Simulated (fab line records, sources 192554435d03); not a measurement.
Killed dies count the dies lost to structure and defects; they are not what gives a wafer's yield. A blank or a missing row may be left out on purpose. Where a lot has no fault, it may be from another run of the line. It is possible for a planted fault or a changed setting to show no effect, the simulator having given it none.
Split-lot trial | flow n5_finfet | 21 wafers read across 7 lots, on a route 1938 steps long

## ON THE SPLIT
At N5_DUMMY_GATE_CVD_03 (deposits a-Si from SiH4, target thk 150 nm, time 8042 s), the setting temp_c was moved away from the recipe's 530 C on 12 of the 21 wafers read, by -4.1% to +2.6%. For the rest of the wafers, this setting stayed at what the recipe calls for.

The split's own step is where the reading is taken.

## THE READING
a-Si_of_DUMMY_GATE_CVD_03.thk_nm (the simulator's own value, which no gauge read), in nm, at N5_DUMMY_GATE_CVD_03 (deposits a-Si from SiH4, target thk 150 nm, time 8042 s). The file gives no usual value for it. Average 150.3 nm, standard deviation 1.4 nm, over the 9 wafers here run with the recipe.

wafer  | tool, chamber at the split | temp_c as run, C | against the recipe | a-Si_of_DUMMY_GATE_CVD_03.thk_nm, nm | against lot-mates on the recipe
L078.3 | -, -                       | 508.3            | -4.1%              | 79.8                                 | no lot-mate on the recipe
L078.4 | -, -                       | 508.3            | -4.1%              | 80.4                                 | no lot-mate on the recipe
L078.6 | -, -                       | 508.3            | -4.1%              | 79.4                                 | no lot-mate on the recipe
L080.1 | -, -                       | 518.6            | -2.2%              | 109.4                                | no lot-mate on the recipe
L080.5 | -, -                       | 518.6            | -2.2%              | 109.2                                | no lot-mate on the recipe
L080.6 | -, -                       | 518.6            | -2.2%              | 107.8                                | no lot-mate on the recipe
L085.1 | lpcvd-02, 0/65             | 530              | recipe             | 150.6                                | -
L085.4 | lpcvd-02, 0/79             | 530              | recipe             | 150.2                                | -
L085.5 | lpcvd-02, 0/84             | 530              | recipe             | 149.2                                | -
L086.3 | -, -                       | 518.2            | -2.2%              | 109.6                                | no lot-mate on the recipe
L086.5 | -, -                       | 518.2            | -2.2%              | 110                                  | no lot-mate on the recipe
L086.6 | -, -                       | 518.2            | -2.2%              | 108.2                                | no lot-mate on the recipe
L091.2 | -, -                       | 530              | recipe             | 149.4                                | -
L091.5 | -, -                       | 530              | recipe             | 149.4                                | -
L091.3 | -, -                       | 530              | recipe             | 148.2                                | -
L094.3 | -, -                       | 530              | recipe             | 151.2                                | -
L094.5 | -, -                       | 530              | recipe             | 153.4                                | -
L094.6 | -, -                       | 530              | recipe             | 150.8                                | -
L095.3 | -, -                       | 543.8            | +2.6%              | 218                                  | no lot-mate on the recipe
L095.4 | -, -                       | 543.8            | +2.6%              | 217.6                                | no lot-mate on the recipe
L095.6 | -, -                       | 543.8            | +2.6%              | 216.4                                | no lot-mate on the recipe

FIT RESULTS
A straight line over all 21 wafers: a-Si_of_DUMMY_GATE_CVD_03.thk_nm changes by +20.3 nm for each +1% of temp_c; r = +0.99; the points scatter about the line by 6.1 nm.
Too few moved wafers with a lot-mate on the recipe to fit a line net of each lot's own level.

## THE FILE'S OWN FIT
a-Si_of_DUMMY_GATE_CVD_03.thk_nm changes by +20.3 nm for each +1% of temp_c, r = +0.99.
